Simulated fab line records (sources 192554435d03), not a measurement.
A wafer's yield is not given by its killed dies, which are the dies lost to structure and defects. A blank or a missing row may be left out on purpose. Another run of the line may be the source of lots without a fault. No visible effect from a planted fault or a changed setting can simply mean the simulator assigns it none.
fab line records	flow n5Finfet
record: lots: 11	wafers: 32	lastDay: 18
route steps=1938 shown BEOL_M1@800 MIM_BOT_LITHO@1865 PASSIVATION@1908
lots that met no fault: from a run of the same line without faults
startH: the number of hours between the record's first day and the start of the first shown wafer of the lot	waitH: how many hours have passed since the lot's step before this one	" the same as in the row above	L1.1+2: several wafers, shown together as one row	- either no value or no given start	* or withheld: withheld	< > ~ a bound
route shown NAME@n: names a module that has steps shown in the file, with the first one's number in the route	usual: mean and standard deviation over wafers with no fault	same: alike in all rows	chamber/n: place in a boat	sites: readings site by site	_std_site: their standard deviation	_edge_site: the outer-site mean with the inner-site mean subtracted	radiusMm: how far each site lies from the wafer's centre	mask NAME#n: copy n	behind: the last tool/chamber to shape the wafer	hold: why the lot was held/for how many hours/how that ended	device: names the non-switching transistor (n, p or np)	end of line: the route-end tests of the same wafers	for a step that has no rows: nothing shown but its recipe	killed: dies that structure and defects cost at the first sort, which is not the same as the wafer's yield	map: a wafer's dies, x killed, . not, _ none there
set.NAME: the run value of the setting; set.NAME@STEP: its run value at that earlier step	model.NAME: the simulator's own value behind a step, which no gauge read
route steps across a sampled set of lots; one table per step, one row per wafer
services: from which hour (startH, from the record's first day; less than 0 if before it) a tool's chamber was out of use, for how many hours, and why
== steps ==
step: N5_BEOL_M1_TRENCH_ETCH_37
recipe: chemistry: C4F6/O2	targetDepthA: 552.07	target: SiOC	timeS: 29	ionEnergyEv: 250	pressureMtorr: 30	sourceW: 355	biasW: 185	Ar_flow_sccm: 300	C4F6_flow_sccm: 10	O2_flow_sccm: 10
usual: biasW: 185.0/0.57	drypumpMotorCurrentA: 5.8/0.5	oesProductAu: 0.81/0.094	rfVppV: 659/10	showerheadPlenumPTorr: 2.85/0.078	throttleValvePct: 20.8/0.32
lot.wafer	tool	chamber	startH	waitH	biasW	drypumpMotorCurrentA	oesProductAu	rfHoursCounterH	rfVppV	showerheadPlenumPTorr	throttleValvePct
L617.2	rieDiel-01	3	131.97	-	184.5	5.4	0.70	240	681	2.81	20.9
L617.5	"	2	"	"	185.3	5.7	0.89	-	665	2.90	20.7
L617.6	"	1	"	"	184.3	5.7	0.95	-	650	3.01	20.2
L616.1	rieDiel-01	0	136.75	-	185.2	6.4	0.85	88	656	2.86	20.5
L616.2	"	3	"	"	185.3	5.4	0.70	242	680	2.81	20.9
L616.5	"	3	"	"	185.2	5.4	0.70	-	682	2.81	20.9
L619.1	rieDiel-02	3	147.15	-	185.4	6.2	0.70	210	673	2.73	21.0
L619.3	"	0	"	"	184.4	5.6	0.96	6	653	2.81	20.7
L619.6	"	2	"	"	185.2	6.4	0.68	-	661	2.80	21.2
L620.3	rieDiel-01	1	161.15	-	185.7	5.8	0.93	27	648	3.00	20.2
L620.4	"	2	"	"	185.1	5.7	0.88	33	666	2.90	20.7
L620.6	"	3	"	"	184.9	5.4	0.69	-	680	2.81	20.9
L621.3	rieDiel-01	1	171.39	-	184.9	5.8	0.92	28	649	3.00	20.2
L621.4	"	2	"	"	183.4	5.7	0.87	34	666	2.90	20.7
L621.5	"	0	"	"	185.2	6.4	0.82	-	654	2.86	20.5
L622.2	rieDiel-01	0	171.79	-	184.2	6.4	0.82	97	654	2.86	20.5
L622.4	"	1	"	"	185.0	5.8	0.92	28	648	3.00	20.2
L622.5	"	2	"	"	184.5	5.7	0.86	-	668	2.90	20.7
L623.1	rieDiel-03	1	174.52	-	185.0	6.1	0.73	166	651	2.94	21.3
L623.2	"	3	"	"	184.9	6.6	0.93	17	656	2.92	20.7
L623.5	"	0	"	"	183.9	4.9	0.79	-	663	2.86	20.6
L627.3	rieDiel-03	2	230.12	-	185.0	5.8	0.73	156	655	2.86	20.8
L627.4	"	3	"	"	185.7	6.7	0.89	36	656	2.91	20.7
L627.6	"	2	"	"	185.4	5.8	0.72	-	654	2.86	20.7
L630.1	rieDiel-01	0	232.21	-	185.8	6.5	0.80	120	654	2.84	20.5
L630.2	"	3	"	"	184.0	5.4	0.93	12	681	2.81	20.4
L630.3	"	2	"	"	184.1	5.7	0.83	57	667	2.89	20.7
L631.3	rieDiel-01	2	235.97	-	186.0	5.7	0.82	59	667	2.88	20.7
L631.4	"	3	"	"	185.5	5.4	0.93	13	682	2.80	20.5
L631.6	"	0	"	"	185.3	6.5	0.79	-	655	2.84	20.5
L634.1	rieDiel-02	0	255.72	-	185.2	5.6	0.90	33	653	2.79	20.8
L634.5	"	0	"	"	185.3	5.6	0.90	-	653	2.79	20.8
step: N5_MIM_BOT_LITHO_DESCUM_10
recipe: chemistry: O2	timeS: 7.9	sourcePowerW: 50	biasPowerW: 20	pressureMtorr: 20	rfFrequencyHz: 2.712e+07	tempC: 40	o2FlowSccm: 225
usual: drypumpMotorCurrentA: 5.6/0.47	oesProductAu: 0.79/0.081	rfVppV: 243.3/1.5	showerheadPlenumPTorr: 2.10/0.075	throttleValvePct: 20.41/0.28
lot.wafer	tool	chamber	startH	waitH	drypumpMotorCurrentA	oesProductAu	rfHoursCounterH	rfVppV	showerheadPlenumPTorr	throttleValvePct
L616.1	rieDiel-04	0	291.07	0.0	4.8	0.78	118	245.4	2.09	20.20
L616.2	"	3	"	"	5.8	0.74	195	242.1	1.99	20.64
L616.5	"	2	"	"	5.8	0.76	-	244.5	2.11	20.62
L617.2	rieDiel-04	0	308.26	0.0	4.7	0.79	124	243.3	2.09	20.21
L617.5	"	0	"	"	4.7	0.77	-	242.4	2.09	20.22
L617.6	"	1	"	"	5.9	0.69	-	245.4	2.14	20.20
L620.3	rieDiel-06	3	310.37	0.0	6.0	0.75	167	244.3	2.20	20.79
L620.4	"	1	"	"	5.8	0.74	185	241.2	2.00	20.55
L620.6	"	3	"	"	6.0	0.75	-	244.8	2.20	20.77
L619.1	rieDiel-05	0	310.95	0.0	6.4	0.71	215	240.6	1.98	20.44
L619.3	"	2	"	"	5.2	0.87	55	246.3	2.21	19.99
L619.6	"	1	"	"	5.2	0.88	-	244.5	2.15	20.66
L622.2	rieDiel-06	3	314.92	0.1	6.0	0.74	169	244.0	2.20	20.81
L622.4	"	0	"	"	5.8	0.85	76	244.1	2.20	20.38
L622.5	"	1	"	"	5.8	0.74	-	242.6	2.00	20.57
L621.3	rieDiel-05	1	315.27	0.1	5.1	0.88	44	245.4	2.14	20.65
L621.4	"	3	"	"	5.6	0.91	-	244.1	2.14	20.39
L621.5	"	0	"	"	6.4	0.71	-	240.0	1.98	20.44
L623.1	rieDiel-06	1	316.72	0.5	5.8	0.73	188	241.7	2.00	20.54
L623.2	"	0	"	"	5.8	0.85	78	245.7	2.20	20.38
L623.5	"	0	"	"	5.8	0.85	-	244.5	2.20	20.39
L630.1	rieDiel-06	3	361.14	0.0	6.0	0.73	186	243.8	2.19	20.81
L630.2	"	1	"	"	5.8	0.71	204	243.4	1.99	20.58
L630.3	"	2	"	"	4.9	0.90	46	243.1	2.06	19.95
L627.3	rieDiel-04	3	364.24	0.0	5.7	0.71	222	242.1	1.98	20.69
L627.4	"	0	"	"	4.8	0.75	-	243.8	2.08	20.23
L627.6	"	3	"	"	5.7	0.71	-	242.0	1.98	20.69
L631.3	rieDiel-06	2	376.28	0.0	5.0	0.89	51	241.9	2.05	19.95
L631.4	"	3	"	"	6.0	0.73	189	242.9	2.19	20.83
L631.6	"	3	"	"	6.0	0.73	-	243.9	2.19	20.81
L634.1	rieDiel-04	0	413.04	0.1	4.8	0.75	163	242.4	2.08	20.27
L634.5	"	3	"	"	5.8	0.70	-	240.7	1.97	20.70
step: N5_PASSIVATION_DESCUM_32
recipe: chemistry: O2	timeS: 7.9	sourcePowerW: 50	biasPowerW: 20	pressureMtorr: 20	rfFrequencyHz: 2.712e+07	tempC: 40	o2FlowSccm: 225
usual: drypumpMotorCurrentA: 5.5/0.48	oesProductAu: 0.78/0.077	rfVppV: 243.2/1.4	showerheadPlenumPTorr: 2.09/0.072	throttleValvePct: 20.41/0.27
lot.wafer	tool	chamber	startH	waitH	drypumpMotorCurrentA	oesProductAu	rfHoursCounterH	rfVppV	showerheadPlenumPTorr	throttleValvePct
L616.1	rieDiel-04	3	297.66	0.0	5.8	0.73	199	241.9	1.98	20.65
L616.2	"	0	"	"	4.7	0.78	121	243.5	2.09	20.21
L616.5	"	1	"	"	5.9	0.70	-	244.3	2.15	20.20
L617.2	rieDiel-04	2	313.60	0.0	5.8	0.75	131	242.5	2.11	20.65
L617.5	"	2	"	"	5.8	0.76	-	242.7	2.11	20.63
L617.6	"	3	"	"	5.8	0.72	-	239.9	1.98	20.66
L620.3	rieDiel-05	0	313.76	0.0	6.4	0.70	216	242.2	1.98	20.46
L620.4	"	2	"	"	5.2	0.87	56	245.9	2.20	20.01
L620.6	"	1	"	"	5.2	0.88	-	243.8	2.14	20.65
L619.1	rieDiel-04	3	314.25	0.0	5.8	0.72	204	241.5	1.98	20.65
L619.3	"	0	"	"	4.7	0.78	126	242.7	2.09	20.22
L619.6	"	3	"	"	5.8	0.73	-	241.7	1.98	20.66
L622.2	rieDiel-04	1	318.53	0.0	5.9	0.69	225	243.5	2.14	20.21
L622.4	"	2	"	"	5.8	0.75	133	242.7	2.11	20.64
L622.5	"	2	"	"	5.8	0.76	-	244.2	2.11	20.63
L621.3	rieDiel-06	0	319.20	0.0	5.8	0.85	79	245.2	2.20	20.38
L621.4	"	1	"	"	5.8	0.72	189	242.5	2.00	20.56
L621.5	"	3	"	"	6.0	0.74	-	244.9	2.20	20.79
L623.1	rieDiel-04	0	320.86	0.4	4.8	0.78	129	243.0	2.09	20.21
L623.2	"	1	"	"	5.9	0.68	225	244.3	2.14	20.21
L623.5	"	1	"	"	6.0	0.69	-	242.8	2.14	20.19
L630.1	rieDiel-04	3	364.76	0.0	5.7	0.71	222	241.5	1.98	20.68
L630.2	"	2	"	"	5.8	0.75	147	243.0	2.10	20.66
L630.3	"	0	"	"	4.7	0.76	144	242.7	2.08	20.25
L627.3	rieDiel-04	0	368.23	0.2	4.8	0.77	146	243.6	2.08	20.25
L627.4	"	3	"	"	5.8	0.70	-	241.7	1.98	20.68
L627.6	"	0	"	"	4.8	0.77	-	242.7	2.08	20.26
L631.3	rieDiel-04	2	382.26	0.3	5.8	0.73	154	243.2	2.10	20.68
L631.4	"	3	"	"	5.7	0.70	230	242.2	1.97	20.68
L631.6	"	3	"	"	5.8	0.71	-	242.5	1.97	20.69
L634.1	rieDiel-05	3	417.61	0.0	5.5	0.85	51	243.2	2.13	20.45
L634.5	"	3	"	"	5.5	0.84	-	243.7	2.13	20.45
step: N5_PASSIVATION_PROBE_49
usual: defectLimitedYield: 91.0/1.6	killed_at_M0_to_M3: 35/11	killed_at_M4_up: 14/5.3	killedAtContacts: 13/6.7	killedAtFrontEnd: 41/12	killedAtOther: 3.9/2.7	killedDies: 106/19	killedOnRim: 14/4	killedOpen: 70/14	killedShort: 35/8.8	sort_bin_4_leakage: 0.01/0.058	sort_bin_5_function: 5.3/1	sort_bin_6_memory: 3.3/0.81	sortNPass: 1073/19	sortYieldPct: 91.0/1.6
same: grossDies: 1180	killedAtBackSide: 0	sort_bin_8_speed[%]: 0
lot.wafer	tool	chamber	startH	waitH	defectLimitedYield[%]	killed_at_M0_to_M3	killed_at_M4_up	killedAtContacts	killedAtFrontEnd	killedAtOther	killedDies	killedOnRim	killedOpen	killedShort	sort_bin_4_leakage[%]	sort_bin_5_function[%]	sort_bin_6_memory[%]	sortNPass	sortYieldPct[%]
L617.2	prober-02	-	318.55	0.1	91.1	25	9	17	46	8	105	11	74	29	0	5.9	2.6	1075	91.1
L617.5	prober-02	-	318.70	0.2	91.4	46	6	18	28	3	101	20	65	34	0	4.8	3.2	1079	91.4
L617.6	prober-02	-	318.75	0.3	90.3	44	7	13	45	5	114	14	72	38	0	6.9	2.5	1066	90.3
L620.3	prober-02	-	319.75	0.1	92.1	47	9	14	22	1	93	15	65	28	0	5.3	2.5	1087	92.1
L620.4	prober-02	-	319.80	0.2	90.4	53	6	23	26	5	113	15	87	22	0	4.8	4.3	1067	90.4
L620.6	prober-02	-	319.90	0.3	92.1	44	11	5	33	0	93	8	51	42	0	4.2	3.3	1087	92.1
L622.2	prober-02	-	323.38	0.1	89.4	58	6	18	40	3	125	17	83	41	0	6.4	4.0	1055	89.4
L622.4	prober-02	-	323.48	0.2	90.0	47	10	16	44	1	118	23	74	41	0	6.8	2.9	1062	90.0
L622.5	prober-02	-	323.53	0.2	90.0	44	20	25	28	1	118	10	78	38	0	6.2	3.4	1062	90.0
L621.3	prober-01	-	324.08	0.1	91.7	37	16	7	37	1	98	15	72	26	0	5.0	3.1	1082	91.7
L621.4	prober-01	-	324.13	0.2	92.1	35	12	6	38	2	93	14	58	34	0	5.0	2.6	1087	92.1
L621.5	prober-01	-	324.18	0.2	89.7	34	22	6	55	4	121	18	86	34	0	6.4	3.6	1059	89.7
L623.1	prober-02	-	325.83	0.0	89.5	25	14	16	66	3	124	13	66	54	0	5.3	4.5	1056	89.5
L623.2	prober-02	-	325.88	0.1	89.9	23	12	17	55	12	119	14	69	49	0	6.2	3.6	1061	89.9
L623.5	prober-02	-	326.03	0.2	90.3	23	12	17	59	4	115	12	64	47	0	5.3	3.6	1065	90.3
L630.1	prober-02	-	369.64	0.0	86.2	103	17	16	25	2	163	22	64	30	0	9.2	3.7	1017	86.2
L630.2	prober-02	-	369.69	0.1	84.9	129	19	1	29	0	178	10	46	18	0	9.5	3.6	1002	84.9
L630.3	prober-02	-	369.74	0.1	84.4	119	8	15	41	1	184	10	53	28	0	9.2	4.6	996	84.4
L631.3	prober-01	-	387.78	0.1	85.6	111	20	10	24	5	170	10	59	21	0	9.7	3.6	1010	85.6
L631.4	prober-01	-	387.83	0.2	82.3	141	16	13	28	11	209	10	79	27	0	11.3	4.9	971	82.3
L631.6	prober-01	-	387.93	0.3	87.2	88	5	15	39	4	151	24	61	21	0	7.4	4.1	1029	87.2
killed by level:class
L617.2 MOL_CONTACT_COAG:geometricParticle:open=13 STI_FIN_REVEAL:geometricParticle:open=12 GATE_CUT:geometricParticle:short=8 FIN_SAQP:geometricParticle:open=7 BEOL_M0_SAQP:geometricParticle:open=7 BEOL_M3:geometricParticle:open=6 STI_FIN_REVEAL:geometricParticle:short=5 GATE_CUT:geometricParticle:open=5
L617.5 BEOL_M2:geometricParticle:open=13 MOL_CONTACT_COAG:geometricParticle:open=10 MOL_CONTACT_COAG:geometricParticle:short=8 BEOL_M1:geometricParticle:open=8 STI_FIN_REVEAL:geometricParticle:open=7 BEOL_M0_SAQP:geometricParticle:open=7 FIN_SAQP:geometricParticle:short=5 BEOL_M0_SAQP:geometricParticle:short=5
L617.6 MOL_CONTACT_COAG:geometricParticle:open=13 BEOL_M3:geometricParticle:open=12 GATE_CUT:geometricParticle:open=8 GATE_CUT:geometricParticle:short=8 BEOL_M0_SAQP:geometricParticle:short=7 BEOL_M0_SAQP:geometricParticle:open=6 BEOL_M1:geometricParticle:short=6 STI_FIN_REVEAL:geometricParticle:open=5
L620.3 MOL_CONTACT_COAG:geometricParticle:open=12 BEOL_M0_SAQP:geometricParticle:open=9 BEOL_M1:geometricParticle:short=9 BEOL_M1:geometricParticle:open=7 BEOL_M3:geometricParticle:open=7 BEOL_M0_SAQP:geometricParticle:short=6 SDB:geometricParticle:open=4 BEOL_M0:geometricParticle:open=4
L620.4 MOL_CONTACT_COAG:geometricParticle:open=23 BEOL_M3:geometricParticle:open=16 BEOL_M0_SAQP:geometricParticle:open=10 BEOL_M0_SAQP:geometricParticle:short=8 BEOL_M1:geometricParticle:open=7 FIN_SAQP:geometricParticle:open=6 BEOL_M3:geometricParticle:short=6 BEOL_M0:geometricParticle:open=4
L620.6 BEOL_M0_SAQP:geometricParticle:short=10 FIN_SAQP:geometricParticle:open=8 BEOL_M0_SAQP:geometricParticle:open=7 FIN_SAQP:geometricParticle:short=6 BEOL_M3:geometricParticle:open=6 DUMMY_GATE:geometricParticle:open=5 BEOL_M1:geometricParticle:open=5 BEOL_M3:geometricParticle:short=4
L622.2 BEOL_M0_SAQP:geometricParticle:short=25 BEOL_M0_SAQP:geometricParticle:open=19 MOL_CONTACT_COAG:geometricParticle:open=16 FIN_SAQP:geometricParticle:open=9 STI_FIN_REVEAL:geometricParticle:open=8 BEOL_M1:geometricParticle:open=6 DUMMY_GATE:geometricParticle:open=4 ILD0:geometricParticle:open=4
L622.4 BEOL_M0_SAQP:geometricParticle:open=19 BEOL_M0_SAQP:geometricParticle:short=16 MOL_CONTACT_COAG:geometricParticle:open=11 DUMMY_GATE:geometricParticle:open=10 FIN_SAQP:geometricParticle:open=9 MOL_CONTACT_COAG:geometricParticle:short=5 BEOL_M4:geometricParticle:open=5 STARTING-WAFER:geometricParticle:short=5
L622.5 MOL_CONTACT_COAG:geometricParticle:open=19 BEOL_M0_SAQP:geometricParticle:short=15 BEOL_M0_SAQP:geometricParticle:open=10 BEOL_M4:geometricParticle:open=10 STI_FIN_REVEAL:geometricParticle:open=6 MOL_CONTACT_COAG:geometricParticle:short=6 BEOL_M1:geometricParticle:open=6 BEOL_M3:geometricParticle:open=5
L621.3 STI_FIN_REVEAL:geometricParticle:open=17 BEOL_M0_SAQP:geometricParticle:open=13 BEOL_M2:geometricParticle:open=11 BEOL_M5:geometricParticle:open=10 BEOL_M0_SAQP:geometricParticle:short=6 STI_FIN_REVEAL:geometricParticle:short=4 MOL_CONTACT_COAG:geometricParticle:open=4 FIN_SAQP:geometricParticle:short=3
L621.4 BEOL_M3:geometricParticle:open=14 STI_FIN_REVEAL:geometricParticle:open=10 FIN_SAQP:geometricParticle:open=8 BEOL_M0_SAQP:geometricParticle:short=8 FIN_SAQP:geometricParticle:short=7 MOL_CONTACT_COAG:geometricParticle:open=6 BEOL_M3:geometricParticle:short=4 BEOL_M5:geometricParticle:open=4
L621.5 STI_FIN_REVEAL:geometricParticle:open=21 BEOL_M5:geometricParticle:open=12 BEOL_M2:geometricParticle:open=10 BEOL_M0_SAQP:geometricParticle:short=9 BEOL_M1:geometricParticle:open=7 BEOL_M0_SAQP:geometricParticle:open=6 STI_FIN_REVEAL:geometricParticle:short=5 MOL_CONTACT_COAG:geometricParticle:open=5
L623.1 STI_FIN_REVEAL:geometricParticle:open=15 MOL_CONTACT_COAG:geometricParticle:open=12 FIN_SAQP:geometricParticle:short=11 GATE_CUT:geometricParticle:short=11 FIN_SAQP:geometricParticle:open=10 BEOL_M0_SAQP:geometricParticle:short=8 BEOL_M0_SAQP:geometricParticle:open=6 GATE_CUT:geometricParticle:open=5
L623.2 MOL_CONTACT_COAG:geometricParticle:open=13 FIN_SAQP:geometricParticle:short=10 FIN_SAQP:geometricParticle:open=9 STI_FIN_REVEAL:geometricParticle:open=9 GATE_CUT:geometricParticle:short=9 BEOL_M0_SAQP:geometricParticle:open=7 BEOL_M0_SAQP:geometricParticle:short=6 STARTING-WAFER:geometricParticle:short=5
L623.5 MOL_CONTACT_COAG:geometricParticle:open=14 FIN_SAQP:geometricParticle:open=10 GATE_CUT:geometricParticle:short=9 FIN_SAQP:geometricParticle:short=8 DUMMY_GATE:geometricParticle:open=6 BEOL_M0_SAQP:geometricParticle:short=6 BEOL_M3:geometricParticle:open=6 BEOL_M4:geometricParticle:short=5
L630.1 BEOL_M1:unspecified=69 MOL_CONTACT_COAG:geometricParticle:open=14 BEOL_M0_SAQP:geometricParticle:short=9 BEOL_M0_SAQP:geometricParticle:open=8 BEOL_M4:geometricParticle:open=8 STI_FIN_REVEAL:geometricParticle:open=7 BEOL_M1:geometricParticle:open=6 BEOL_M1:geometricParticle:short=5
L630.2 BEOL_M1:unspecified=110 BEOL_M0_SAQP:geometricParticle:open=8 BEOL_M4:geometricParticle:open=8 BEOL_M0_SAQP:geometricParticle:short=7 STI_FIN_REVEAL:geometricParticle:open=5 FIN_SAQP:geometricParticle:open=4 BEOL_M5:geometricParticle:open=3 BEOL_M4:geometricParticle:short=3
L630.3 BEOL_M1:unspecified=102 MOL_CONTACT_COAG:geometricParticle:open=13 FIN_SAQP:geometricParticle:short=9 FIN_SAQP:geometricParticle:open=9 STI_FIN_REVEAL:geometricParticle:open=5 BEOL_M1:geometricParticle:open=5 BEOL_M0_SAQP:geometricParticle:short=4 STI_FIN_REVEAL:geometricParticle:short=3
L631.3 BEOL_M1:unspecified=90 BEOL_M0_SAQP:geometricParticle:open=10 BEOL_M4:geometricParticle:open=10 MOL_CONTACT_COAG:geometricParticle:open=8 STI_FIN_REVEAL:geometricParticle:open=6 FIN_SAQP:geometricParticle:short=4 ILD0:geometricParticle:short=4 BEOL_M0_SAQP:geometricParticle:short=3
L631.4 BEOL_M1:unspecified=102 MOL_CONTACT_COAG:geometricParticle:open=12 BEOL_M0_SAQP:geometricParticle:open=10 BEOL_M1:geometricParticle:open=8 BEOL_M0_SAQP:geometricParticle:short=7 BEOL_M4:geometricParticle:open=6 FIN_SAQP:geometricParticle:open=5 STI_FIN_REVEAL:geometricParticle:open=5
L631.6 BEOL_M1:unspecified=69 MOL_CONTACT_COAG:geometricParticle:open=13 STI_FIN_REVEAL:geometricParticle:open=11 FIN_SAQP:geometricParticle:open=6 DUMMY_GATE:geometricParticle:open=5 GATE_CUT:geometricParticle:short=5 BEOL_M0_SAQP:geometricParticle:short=5 BEOL_M1:geometricParticle:open=5
== services ==
tool	chamber	startH	hours	kind
rieDiel-05	0	147.50	7.9	repair
rieDiel-04	2	158.73	9.8	repair
rieDiel-03	2	170.50	10.6	repair
rieDiel-02	-	186.52	0.8	repair
rieDiel-05	2	186.93	18.4	repair
rieDiel-06	1	194.90	14.0	repair
rieDiel-01	3	216.72	5.4	repair
rieDiel-04	2	221.50	5.6	repair
rieDiel-02	-	226.79	14.6	pm
rieDiel-04	2	227.60	7.5	repair
rieDiel-04	-	246.59	4.3	pm
rieDiel-04	3	270.27	1.4	repair
rieDiel-01	-	271.77	2.8	pm
rieDiel-02	0	275.91	6.9	repair
rieDiel-05	1	276.52	6.8	repair
rieDiel-01	2	285.53	14.8	repair
rieDiel-05	2	314.84	9.9	repair
rieDiel-04	-	349.59	0.2	repair
rieDiel-04	1	363.68	6.5	repair
rieDiel-05	3	386.33	11.0	repair
rieDiel-06	3	389.38	10.4	repair
rieDiel-01	-	402.47	2.1	repair
rieDiel-04	1	404.29	-	clean
rieDiel-01	1	416.10	2.8	repair
== key ==
firstSign: step: N5_PASSIVATION_PROBE_49	reading: killed_at_M0_to_M3	direction: up	sigmas: 7.1	usual: 35	struck: 115
effect: step: N5_PASSIVATION_PROBE_49	reading: killedDies	direction: up	sigmas: 3.6	usual: 106	struck: 176
moreKillsBornAt: N5_BEOL_M1_TRENCH_ETCH_37@rieDiel-01: 542
metAt N5_BEOL_M1_TRENCH_ETCH_37
struckLots L630,L631
notActingAt N5_MIM_BOT_LITHO_DESCUM_10,N5_PASSIVATION_DESCUM_32
onsetBetween 171.79 232.21
fault: kind: chamberParticleSource	tool: rieDiel-01	chamber: -	onsetH: 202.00	steps: N5_BEOL_M1_TRENCH_ETCH_37	ratePerVisitCm2: 0.50583	endH: 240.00
